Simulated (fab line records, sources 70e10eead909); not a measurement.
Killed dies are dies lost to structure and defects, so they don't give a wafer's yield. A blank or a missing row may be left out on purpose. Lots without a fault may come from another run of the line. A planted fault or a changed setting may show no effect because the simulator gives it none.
A struck lot beside a sound one | flow nand_harc | 13 steps out of a route of 1302
Sound: wafers L723.3, L723.4, L723.5. Struck: wafers L742.2, L742.6. (L742.3 of the same lot was not struck and is left out.) The cause comes at the end.
At each step with rows: each side's tool, then ch and its chambers, then its first start. Under that, the readings that differ: sound wafers | struck wafers | difference of the means | sigmas: that difference in standard deviations of wafers without a fault.
alike: readings whose means differ by less than 2 such deviations, and words and numbers that are the same on both sides. not compared: withheld readings, readings that some wafer has no value for, bounds like >300 that may hide the same value, and numbers for which the record gives no deviation and whose values overlap.
The two part at a step that has a row with sigmas, a row that says differs or no value, or rows on one side only. Numbers that don't overlap but have no deviation are shown without sigmas and don't part them. A reading that every wafer of one side lacks parts them only if that side has two wafers or more.

first, 7 steps without rows for these wafers: NHARC_A_STAIRCASE_COAT_178; NHARC_A_STAIRCASE_SOFTBAKE_179 (time 170 s); NHARC_A_STAIRCASE_EBR_180; NHARC_A_STAIRCASE_EXPOSE_181 (exposes mask STAIR 2); NHARC_A_STAIRCASE_PEB_182 (peb time 130 s); NHARC_A_STAIRCASE_DEVELOP_183 (time 140 s); NHARC_A_STAIRCASE_HARDBAKE_185 (time 140 s).
NHARC_A_STAIRCASE_DESCUM_186: chemistry O2, time 3 s.
  sound on rie_diel-03 ch 0,1,2, day 16 07:50; struck on rie_diel-03 ch 1,2, day 24 02:45
  alike: chamber_pressure_mTorr, drypump_motor_current_A, oes_product_au, rf_vpp_V, showerhead_plenum_p_Torr, throttle_valve_pct
  not compared: rf_hours_counter_h
NHARC_A_STAIRCASE_TRIM_187: chemistry O2, time 211.2 s.
  sound on rie_diel-03 ch 0,1,3, day 16 07:55; struck on rie_diel-03 ch 2, day 24 02:50
  reading               | sound             | struck      | difference | sigmas
  oes_product_au (a.u.) | 1.011 0.997 1.020 | 0.985 0.989 | -0.022     | -2
  alike: chamber_pressure_mTorr, drypump_motor_current_A, rf_vpp_V, showerhead_plenum_p_Torr, throttle_valve_pct
  not compared: rf_hours_counter_h
NHARC_A_STAIRCASE_ETCH_188: etches the open film in C4F8/O2, target depth 100 nm, time 40.5 s.
  sound on rie_diel-03 ch 0,1,2; struck on rie_diel-03 ch 1,2
  alike: bias_w, chamber_pressure_mTorr, oes_product_au, rf_vpp_V, run_length_s
  not compared: rf_hours_counter_h
NHARC_A_STAIRCASE_TRIM_189: chemistry O2, time 211.2 s.
  sound on rie_diel-03 ch 0,1,2; struck on rie_diel-03 ch 0,3
  alike: chamber_pressure_mTorr, drypump_motor_current_A, oes_product_au, rf_vpp_V, showerhead_plenum_p_Torr, throttle_valve_pct
  not compared: rf_hours_counter_h
NHARC_A_STAIRCASE_ETCH_190: etches the open film in C4F8/O2, target depth 100 nm, time 40.5 s.
  sound on rie_diel-03 ch 0,1,3, day 16 08:19; struck on rie_diel-03 ch 0, day 24 03:13
  reading          | sound          | struck    | difference                    | sigmas
  bias_w (W)       | 995 1001 1003  | - -       | no value on the struck wafers |
  run_length_s (s) | 62.0 61.5 62.2 | 50.3 50.5 | -11.5                         | -22
  alike: chamber_pressure_mTorr, oes_product_au, rf_vpp_V
  not compared: rf_hours_counter_h
NHARC_A_STAIRCASE_TRIM_191: chemistry O2, time 211.2 s.
  sound on rie_diel-03 ch 2,3; struck on rie_diel-03 ch 1
  alike: chamber_pressure_mTorr, drypump_motor_current_A, oes_product_au, rf_vpp_V, showerhead_plenum_p_Torr, throttle_valve_pct
  not compared: rf_hours_counter_h

WHERE THEY PART
First at NHARC_A_STAIRCASE_TRIM_187; last, within this record, at NHARC_A_STAIRCASE_ETCH_190. Later steps at which nothing parts them and some readings are alike: NHARC_A_STAIRCASE_TRIM_191.

WHY: what the simulator had put in
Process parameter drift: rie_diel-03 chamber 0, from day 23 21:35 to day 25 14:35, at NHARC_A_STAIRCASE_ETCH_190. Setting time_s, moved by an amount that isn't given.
